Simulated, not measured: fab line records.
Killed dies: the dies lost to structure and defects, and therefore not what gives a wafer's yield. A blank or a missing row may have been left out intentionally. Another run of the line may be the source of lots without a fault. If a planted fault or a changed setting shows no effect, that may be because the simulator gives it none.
Problem report in the 8D (eight disciplines) form, filled by code	flow n5-finfet	the parts of the form that need people (team, actions taken, sign-off) are left out

1. THE PROBLEM
etch-rf-on-time-s at N5_BEOL_M5_ETCH_61 reads a mean of 31.8 s on 4 wafers of 3 lots; wafers without a fault read 26.0 s with a standard deviation of 0.91. Relative to the usual mean, that is a shift of +6.3 standard deviations.
The step: etches SiARC in CF4, target depth 15.6 nm, time 26 s.
Earliest sighting: wafer L572.4 on rie-diel-04 at day 12 07:52. At this step, 19 wafers from 7 lots have a number in the record. Rule for "out" (also "out of limits"): further than 4 standard deviations from the usual mean. The other wafers with a number count as sound.

2. WHAT IT IS; WHAT IT IS NOT
question	is	is not
which readings at this step	etch-rf-on-time-s	drypump-motor-current-A, mfc-ar-sccm, rf-vpp-V, showerhead-plenum-p-Torr, throttle-valve-pct
which lots	L572, L574, L575	L563, L564, L567, L570
which wafers of those lots	L572.4, L574.4, L574.5, L575.5	L572.2, L572.6, L575.1
read on which tools	rie-diel-04	rie-diel-01
when	from day 12 07:52	up to then (14 sound wafers); but 1 sound wafer of L575 came after

3. WHAT RULES OUT EACH SUSPECT
Counting: any tool at a process step up to the reading remains a suspect provided it ran every lot that is out. Sound lots after the first of them don't rule it out here, since some wafers of a struck lot are sound.
- rie-diel-04 at N5_BEOL_M5_DESCUM_16 (chemistry O2, time 7 s): kept. It ran every lot that is out, first L572 (day 12 07:49); its last sound lot up to then is L570 (day 11 21:52).
- rie-diel-04 at N5_BEOL_M5_ETCH_72 (etches underlayer in N2/H2, target depth 6.5 nm, time 5.2 s): kept. It ran every lot that is out, first L572 (day 12 07:51); its last sound lot up to then is L570 (day 11 21:54).
- rie-diel-04 at N5_BEOL_M5_ETCH_61 (etches SiARC in CF4, target depth 15.6 nm, time 26 s): kept. It ran every lot that is out, first L572 (day 12 07:52); its last sound lot up to then is L570 (day 11 21:55). Its own etch-rf-on-time-s readings are out on those wafers.
The count leaves rie-diel-04 at N5_BEOL_M5_DESCUM_16, rie-diel-04 at N5_BEOL_M5_ETCH_72, and rie-diel-04 at N5_BEOL_M5_ETCH_61.

4. THE CAUSE (what the simulator had put in)
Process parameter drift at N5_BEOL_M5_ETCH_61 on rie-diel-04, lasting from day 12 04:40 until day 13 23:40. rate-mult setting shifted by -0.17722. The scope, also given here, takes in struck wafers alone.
3 suspects survive the count, and this tool is in that group.

5. THE EFFECT CHAIN, in route order
Each row: a reading whose mean over the struck wafers that have a number lies more than 3 standard deviations from the usual. Scope: only readings with a usual standard deviation given in the record; hours: median across lots of the time from each lot's start at the first step in this table that gives one to its start at this step; sigmas: change in usual standard deviations.
hours	step	reading	usual	on struck wafers	change	sigmas
0	N5_BEOL_M5_ETCH_61	etch-rf-on-time-s	26.0 s	31.8	+5.8	+6.3
Here are the process steps it includes:
- N5_BEOL_M5_ETCH_61: etches SiARC in CF4, target depth 15.6 nm, time 26 s.

6. WHAT WOULD HAVE CAUGHT IT SOONER
3 hours passed between the start of the fault at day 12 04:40 and the first reading out of limits in this record, taken at day 12 07:52.
